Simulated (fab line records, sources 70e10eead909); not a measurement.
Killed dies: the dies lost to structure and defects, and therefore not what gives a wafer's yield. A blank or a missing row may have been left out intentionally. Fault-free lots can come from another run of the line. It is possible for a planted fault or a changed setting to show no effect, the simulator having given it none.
Matching of chambers    flow nandHarc    NHARC_A_STAIRCASE_DEP_471 on pecvd-04 has 3 sister chambers
The step deposits SiO2, target thk 100 nm. 3 wafers are shown with their chamber, then 8 later ones without.

WAFERS, EACH WITH ITS CHAMBER
wafer   chamber  throttleValvePct (%)
L081.1  2        17.4
L081.3  0        15.5
L090.1  1        15.8

WAFERS WHOSE CHAMBER IS MISSING
wafer   throttleValvePct (%)
L090.5  16.5
L090.6  15.9
L097.1  15.7
L097.2  15.8
L097.3  16.8
L096.2  16.8
L096.4  16.6
L096.5  15.7

EACH ONE'S CHAMBER
wafer   from the rows above           in truth
L090.5  can't be placed: 1 or 2 or 0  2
L090.6  can't be placed: 1 or 0       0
L097.1  can't be placed: 1 or 0       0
L097.2  can't be placed: 1 or 0       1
L097.3  can't be placed: 2 or 1 or 0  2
L096.2  can't be placed: 2 or 1 or 0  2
L096.4  can't be placed: 2 or 1 or 0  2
L096.5  can't be placed: 1 or 0       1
Correct placement for 0 of the 8. Cannot be placed on the basis of these rows: 8; the candidates contain the true chamber in 8. 0 placed wrongly.
How it was worked out, from the rows above alone: a wafer's distance from a chamber is the root of the sum, over the readings, of the square of ((its reading less the chamber's mean) divided by the reading's scatter). If the next closest chamber is less than 2 further off than the closest, the wafer can't be placed; otherwise it belongs to the closest. Each chamber's mean is taken over the wafers shown for it. The scatter: with one shown wafer a chamber, the root of the mean of the squares of how far each hidden wafer lies from its nearest shown one.
